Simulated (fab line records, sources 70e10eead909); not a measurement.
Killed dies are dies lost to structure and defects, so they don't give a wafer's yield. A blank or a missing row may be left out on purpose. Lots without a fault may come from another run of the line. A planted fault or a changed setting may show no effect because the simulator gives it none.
Which tool did it? | flow nand_harc | 12 lots, 35 wafers sampled, at 6 steps of a route of 1302

WHAT THE GAUGES READ, wafer by wafer
NHARC_A_ZERO_WELL_INSPECT_17.
lot  | measured     | on                | raw_defect_count
L745 | day 6 19:11  | defect_inspect-02 | 10 9 3
L747 | day 7 13:01  | defect_inspect-02 | 20 18 17
L748 | day 8 01:13  | defect_inspect-01 | 7 8 5
L749 | day 8 12:43  | defect_inspect-02 | 7 9 38
L750 | day 8 20:16  | defect_inspect-02 | 17 11
L756 | day 11 22:05 | defect_inspect-02 | 5 9 5
L760 | day 12 20:52 | defect_inspect-01 | 11 15 5
L758 | day 12 21:31 | defect_inspect-02 | 19 9 9
L761 | day 13 16:58 | defect_inspect-02 | 6 8 10
L762 | day 14 01:40 | defect_inspect-02 | 5 9 8
L764 | day 14 20:29 | defect_inspect-02 | 6 13 2
L768 | day 16 08:56 | defect_inspect-01 | 4 5 6

NHARC_A_ONON_D1_THK_MEAS_18: measures by ellipsometry.
lot  | measured     | on            | thk_nm (nm)
L745 | day 8 04:42  | film_metro-01 | 1008 1008 1006
L747 | day 8 22:38  | film_metro-02 | 985 984 984
L748 | day 9 11:58  | film_metro-02 | 1021 1023 1023
L749 | day 9 20:34  | film_metro-02 | 1568 1568 1568
L750 | day 10 06:13 | film_metro-02 | 1584 1586
L756 | day 13 05:22 | film_metro-01 | 998 996 998
L760 | day 14 04:12 | film_metro-01 | 1011 1013 1013
L758 | day 14 04:13 | film_metro-01 | 998 998 997
L761 | day 15 03:42 | film_metro-01 | 1005 1007 1006
L762 | day 15 08:42 | film_metro-02 | 999 1003 1001
L764 | day 16 03:46 | film_metro-01 | 1017 1019 1020
L768 | day 17 15:53 | film_metro-02 | 1001 998 998

NHARC_END_SORT_01.
lot  | measured     | on        | killed_at_array | killed_at_other | killed_at_periphery | killed_dies | killed_open | killed_short
L745 | day 24 08:58 | prober-02 | 21 22 18        | 0 0 0           | 3 2 0               | 24 24 18    | 1 1 2       | 2 3 0
L747 | day 25 09:04 | prober-01 | 56 67 70        | 1 0 0           | 2 4 0               | 59 71 70    | 3 2 2       | 1 2 3
L748 | day 25 07:28 | prober-02 | 45 40 35        | 0 0 1           | 6 5 5               | 51 45 41    | 4 5 4       | 2 6 1
L749 | day 26 04:05 | prober-01 | 677 677 673     | 0 0 0           | 0 0 4               | 677 677 677 | 2 1 3       | 2 1 2
L756 | day 29 09:19 | prober-01 | 48 51 48        | 0 1 0           | 6 8 3               | 54 60 51    | 1 5 0       | 1 0 3
L760 | day 30 21:39 | prober-01 | 77 94 83        | 0 0 0           | 3 3 0               | 80 97 83    | 2 2 2       | 2 1 4
L758 | day 30 13:02 | prober-01 | 42 39 40        | 0 1 0           | 1 3 1               | 43 43 41    | 2 5 1       | 2 1 2
L761 | day 31 09:37 | prober-01 | 44 42 46        | 3 2 2           | 0 3 3               | 47 47 51    | 3 3 3       | 5 4 3
L762 | day 31 10:25 | prober-02 | 32 24 29        | 0 0 1           | 2 2 4               | 34 26 34    | 1 3 7       | 5 1 4
L764 | day 31 23:03 | prober-01 | 44 42 36        | 1 1 1           | 3 2 1               | 48 45 38    | 3 1 3       | 4 3 1
L768 | day 34 17:55 | prober-02 | 58 57 52        | 3 1 0           | 1 4 3               | 62 62 55    | 0 8 4       | 3 1 2

WHICH TOOL RAN EACH LOT (tool, then ch and the chambers of the sampled wafers, then the start)
lot  | NHARC_A_ZERO_WELL_DESCUM_12        | NHARC_A_ZERO_WELL_RTA_16         | NHARC_A_ONON_D1_DEP_16
L745 | rie_diel-02 ch 0,2, day 6 17:53    | rtp_anneal-02 ch 0, day 6 18:59  | pecvd_onon-03 ch 0, day 8 04:11
L747 | rie_diel-03 ch 1,2, day 7 11:43    | rtp_anneal-01 ch 0, day 7 12:53  | pecvd_onon-03 ch 0, day 8 22:14
L748 | rie_diel-03 ch 0,1,2, day 7 23:55  | rtp_anneal-02 ch 0, day 8 01:02  | pecvd_onon-01 ch 0, day 9 11:27
L749 | rie_diel-03 ch 0,1,3, day 8 11:25  | rtp_anneal-02 ch 0, day 8 12:36  | pecvd_onon-03 ch 0, day 9 20:14
L750 | rie_diel-02 ch 1,3, day 8 18:58    | rtp_anneal-02 ch 0, day 8 20:08  | pecvd_onon-03 ch 0, day 10 05:49
L756 | rie_diel-13 ch 0,1,3, day 11 20:47 | rtp_anneal-01 ch 0, day 11 21:53 | pecvd_onon-01 ch 0, day 13 04:52
L760 | rie_diel-13 ch 0,2,3, day 12 19:35 | rtp_anneal-02 ch 0, day 12 20:42 | pecvd_onon-02 ch 0, day 14 03:45
L758 | rie_diel-13 ch 0,2,3, day 12 20:14 | rtp_anneal-02 ch 0, day 12 21:19 | pecvd_onon-01 ch 0, day 14 03:42
L761 | rie_diel-03 ch 0,2,3, day 13 15:30 | rtp_anneal-02 ch 0, day 13 16:35 | pecvd_onon-02 ch 0, day 15 03:10
L762 | rie_diel-13 ch 1,2,3, day 14 00:22 | rtp_anneal-01 ch 0, day 14 01:30 | pecvd_onon-01 ch 0, day 15 08:15
L764 | rie_diel-13 ch 2,3, day 14 19:11   | rtp_anneal-02 ch 0, day 14 20:18 | pecvd_onon-01 ch 0, day 16 03:16
L768 | rie_diel-13 ch 1,2,3, day 16 07:37 | rtp_anneal-02 ch 0, day 16 08:49 | pecvd_onon-02 ch 0, day 17 15:31
- NHARC_A_ZERO_WELL_DESCUM_12: chemistry O2, time 3 s.
- NHARC_A_ZERO_WELL_RTA_16: time 10 s.
- NHARC_A_ONON_D1_DEP_16: target thk 1000 nm.

WHAT THE TOOLS THEMSELVES READ (means of the sampled wafers that have a number; where no wafer has one, the mark that the record gives instead)
NHARC_A_ZERO_WELL_DESCUM_12.
lot  | tool        | drypump_motor_current_A (A) | oes_product_au (a.u.) | rf_vpp_V (V) | showerhead_plenum_p_Torr (Torr) | throttle_valve_pct (%)
L745 | rie_diel-02 | 5.9                         | 1.004                 | 58.6         | 1.95                            | 11.315
L747 | rie_diel-03 | 5.9                         | 1.008                 | 57.0         | 1.87                            | 11.303
L748 | rie_diel-03 | 5.8                         | 1.008                 | 57.8         | 1.88                            | 11.309
L749 | rie_diel-03 | 5.4                         | 1.010                 | 57.3         | 1.90                            | 11.305
L750 | rie_diel-02 | 5.4                         | 0.991                 | 58.3         | 1.92                            | 11.314
L756 | rie_diel-13 | 5.8                         | 0.997                 | 57.3         | 1.91                            | 11.302
L760 | rie_diel-13 | 5.5                         | 1.003                 | 56.7         | 1.88                            | 11.300
L758 | rie_diel-13 | 5.5                         | 1.004                 | 57.2         | 1.88                            | 11.315
L761 | rie_diel-03 | 5.7                         | 1.006                 | 57.8         | 1.89                            | 11.309
L762 | rie_diel-13 | 5.6                         | 1.006                 | 57.4         | 1.91                            | 11.324
L764 | rie_diel-13 | 5.3                         | 1.011                 | 57.4         | 1.88                            | 11.318
L768 | rie_diel-13 | 5.6                         | 1.000                 | 58.5         | 1.91                            | 11.314

NHARC_A_ZERO_WELL_RTA_16.
lot  | tool          | lamp_power_pct (%) | lamp_zone_3_pct (%) | lamp_zone_6_pct (%) | wafer_temp_C_max
L745 | rtp_anneal-02 | 26.8               | 26.8                | 26.7                | 1005.5
L747 | rtp_anneal-01 | 29.7               | 29.7                | 29.6                | 1008.3
L748 | rtp_anneal-02 | 26.8               | 26.8                | 26.7                | 1004.2
L749 | rtp_anneal-02 | 26.8               | 26.8                | 26.7                | 1005.1
L750 | rtp_anneal-02 | 26.8               | 26.8                | 26.8                | 1007.0
L756 | rtp_anneal-01 | 29.7               | 29.6                | 29.6                | 1006.6
L760 | rtp_anneal-02 | 26.8               | 26.7                | 26.7                | 1005.8
L758 | rtp_anneal-02 | 26.7               | 26.7                | 26.7                | 1004.5
L761 | rtp_anneal-02 | 26.8               | 26.7                | 26.7                | 1005.0
L762 | rtp_anneal-01 | 29.7               | 29.7                | 29.6                | 1007.9
L764 | rtp_anneal-02 | 26.7               | 26.7                | 26.7                | 1005.1
L768 | rtp_anneal-02 | 26.7               | 26.8                | 26.7                | 1003.4

NHARC_A_ONON_D1_DEP_16.
lot  | tool          | nh3_flow_sccm (sccm) | susceptor_temp_C (C)
L745 | pecvd_onon-03 | 499.9                | 400.13
L747 | pecvd_onon-03 | 499.0                | 399.80
L748 | pecvd_onon-01 | 499.7                | 400.13
L749 | pecvd_onon-03 | 501.3                | 399.90
L750 | pecvd_onon-03 | 497.9                | 399.92
L756 | pecvd_onon-01 | 500.8                | 399.62
L760 | pecvd_onon-02 | 499.8                | 400.15
L758 | pecvd_onon-01 | 499.3                | 400.36
L761 | pecvd_onon-02 | 497.9                | 399.67
L762 | pecvd_onon-01 | 500.9                | 400.11
L764 | pecvd_onon-01 | 502.3                | 399.93
L768 | pecvd_onon-02 | 500.6                | 400.12

THE ANSWER, worked out from the rows above alone
Rule: what is usual is taken from the lots themselves. Put in order of their means at a reading, lots are off if they are a third of the lots or fewer, leave a main group of 4 or more, and stand apart from it by a gap of 3 or more times the standard deviation of the main group's means; of several such gaps the widest counts. A main group whose means are all the same, to the digits that the tables above print for the reading, isn't used. A lot without any number at a reading at which 4 lots or more have one is off too. The other lots that the step has rows for count as sound. The gauges are gone through in route order, then the tools' own readings, and for those a lot's mean is taken as printed above. The first step at which some lot is off is used, and at that step the reading that is off furthest; a lot without a number counts as furthest.
Off: L749, L750, at NHARC_A_ONON_D1_THK_MEAS_18 (thk_nm). The main group: mean 1005 nm, standard deviation 11.
A tool fits if, at a process step before that reading, it ran every lot that is off, and no sound lot after the first of them. The gauges at NHARC_A_ONON_D1_THK_MEAS_18 are tried like those tools. One fits: pecvd_onon-03 at NHARC_A_ONON_D1_DEP_16. Its last sound lot is L747 (day 8 22:14), its first lot that is off L749 (day 9 20:14): a fault that began between those two fits.

WHAT THE SIMULATOR HAD PUT IN
Process parameter drift: pecvd_onon-03, from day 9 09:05 on, at NHARC_A_ONON_D1_DEP_16. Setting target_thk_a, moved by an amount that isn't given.
Lots struck among those shown: L749, L750. The rule above found the same.
